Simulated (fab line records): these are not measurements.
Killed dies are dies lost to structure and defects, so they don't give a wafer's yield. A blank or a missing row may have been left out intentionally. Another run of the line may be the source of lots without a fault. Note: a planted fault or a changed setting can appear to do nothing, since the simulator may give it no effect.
Split-lot trial -- flow n5Finfet -- 21 wafers read from 7 lots, route of 1938 steps

## SPLIT DETAILS
At N5_BEOL_M9_PECVD_70 (deposits SiO2 from TEOS/O2, target thk 20 nm, time 22.7 s), the setting timeS was moved away from the recipe's 22.7 s on 9 of the 21 wafers read, by -11.4% to +11.1%. For the rest of the wafers, this setting stayed at what the recipe calls for.

The split's own step is where the reading is taken.

## THE READING
SiO2_of_BEOL_M9_PECVD_70.thkNm (the simulator's own value, which no gauge read), in nm, at N5_BEOL_M9_PECVD_70 (deposits SiO2 from TEOS/O2, target thk 20 nm, time 22.7 s). There is no usual value for it anywhere in the file. The 12 wafers here that ran the recipe average 19.9 nm, standard deviation 0.29 nm.

wafer,"tool, chamber at the split","timeS as run, s",against the recipe,"SiO2_of_BEOL_M9_PECVD_70.thkNm, nm",against lot-mates on the recipe
L074.3,"pecvd-01, 1",22.7,recipe,19.6,-
L074.5,"pecvd-01, 1",22.7,recipe,20,-
L074.6,"pecvd-01, 0",22.7,recipe,20.2,-
L081.1,"pecvd-04, 2",20.79,-8.4%,18.6,-1.4
L081.2,"pecvd-04, 1",20.79,-8.4%,18,-2.0
L081.6,"pecvd-04, 2",22.7,recipe,20,-
L082.2,"pecvd-04, 2",25.21,+11.1%,21.8,+2.4
L082.3,"pecvd-04, 1",22.7,recipe,19.4,-
L082.4,"pecvd-04, 2",25.21,+11.1%,22.4,+3.0
L089.2,"pecvd-02, 2",22.7,recipe,20,-
L089.4,"pecvd-02, 2",22.7,recipe,20.4,-
L089.6,"pecvd-02, 0",22.7,recipe,20.2,-
L093.2,"pecvd-02, 1",22.7,recipe,19.8,-
L093.4,"pecvd-02, 0",20.12,-11.4%,18,-1.8
L093.6,"pecvd-02, 1",20.12,-11.4%,17.8,-2.0
L092.1,"pecvd-04, 0",22.7,recipe,19.6,-
L092.5,"pecvd-04, 0",22.7,recipe,19.6,-
L092.3,"pecvd-04, 0",23.89,+5.2%,20.8,+1.2
L096.1,"pecvd-01, 1",24.19,+6.6%,20.6,+0.6
L096.5,"pecvd-01, 0",24.19,+6.6%,21.4,+1.4
L096.6,"pecvd-01, 1",22.7,recipe,20,-

FIT RESULTS
A straight line over all 21 wafers: SiO2_of_BEOL_M9_PECVD_70.thkNm changes by +0.185 nm for each +1% of timeS; r = +0.97; the points scatter about the line by 0.31 nm.
The same after taking each lot's own level away (the mean of its wafers on the recipe; 21 wafers): +0.199 nm for each +1%; r = +0.97; scatter 0.31 nm.
Per that fit: largest timeS move, reading shift of 2.3 nm.
From 19.40 to 20.20 nm: that is the span of the lots' own levels, equal to 2.8 times the standard deviation above.
The two slopes agree, so the slope changes little with the lot-to-lot level.
Check: for one of the wafers moved furthest among these (-11.4%), held out of the fit, the line's prediction against its lot-mates is -2.32 nm. It came out at -1.8 nm against them.

## THE OTHER SPLITS THESE WAFERS WENT THROUGH
Note: prior to the reading, these wafers also went through further splits. Each is held against what the fit with the lots' levels taken away leaves over:
other split on the same wafers,wafers away from the commonest value,r with SiO2_of_BEOL_M9_PECVD_70.thkNm (lot level and that fit taken away)
N5_BEOL_M4_ETCH_70 timeS,9,-0.22
N5_BEOL_M5_COAT_74 spinRpm,8,+0.31
N5_BEOL_M5_EXPOSE_25 doseMj,2,-0.06
N5_BEOL_M7_TRENCH_ETCH_37 biasW,8,+0.19

## FILE'S OWN FIT
SiO2_of_BEOL_M9_PECVD_70.thkNm changes by +0.2 nm for each +1% of timeS, r = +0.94.
